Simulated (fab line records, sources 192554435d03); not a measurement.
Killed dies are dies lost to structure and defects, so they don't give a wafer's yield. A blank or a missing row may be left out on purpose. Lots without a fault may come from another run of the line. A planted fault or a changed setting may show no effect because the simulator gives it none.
Chamber matching | flow n5_finfet | N5_STI_FIN_REVEAL_ALD_14 on ald_sin-04: 4 sister chambers
The step deposits Si3N4, target thk 3 nm. 8 wafers are shown with their chamber, then 12 later ones without.

WAFERS WITH THEIR CHAMBER
wafer  | chamber | heater_power_w (W)
L083.5 | 1       | 907
L084.3 | 3       | 923
L084.6 | 3       | 905
L085.2 | 0       | 682
L085.5 | 2       | 848
L087.2 | 2       | 860
L087.3 | 0       | 672
L087.4 | 1       | 888

WAFERS WITHOUT THEIR CHAMBER
wafer  | heater_power_w (W)
L089.2 | 932
L089.3 | 876
L089.6 | 851
L091.2 | 893
L091.4 | 675
L091.5 | 944
L094.1 | 969
L094.2 | 911
L094.5 | 908
L095.2 | 661
L095.3 | 918
L095.5 | 916

WHICH CHAMBER EACH WENT THROUGH
wafer  | from the rows above          | in truth
L089.2 | can't be placed: 3 or 1      | 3
L089.3 | can't be placed: 1 or 2 or 3 | 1
L089.6 | 2                            | 2
L091.2 | can't be placed: 1 or 3      | 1
L091.4 | 0                            | 0
L091.5 | can't be placed: 3 or 1      | 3
L094.1 | can't be placed: 3 or 1      | 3
L094.2 | can't be placed: 3 or 1      | 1
L094.5 | can't be placed: 3 or 1      | 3
L095.2 | 0                            | 0
L095.3 | can't be placed: 3 or 1      | 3
L095.5 | can't be placed: 3 or 1      | 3
Placed correctly: 3 of 12. Can't be placed from these rows: 9 (the true chamber is among the candidates in 9). Placed wrongly: 0.
How it was worked out, from the rows above alone: a wafer's distance from a chamber is the root of the sum, over the readings, of the square of ((its reading less the chamber's mean) divided by the reading's scatter). The wafer belongs to the nearest chamber; if the next one is less than 2 further off, it can't be placed. A chamber's mean is the mean of its shown wafers. The scatter: the root of (the sum of the squares of (reading less its chamber's mean) over the shown wafers, divided by (wafers less chambers)).
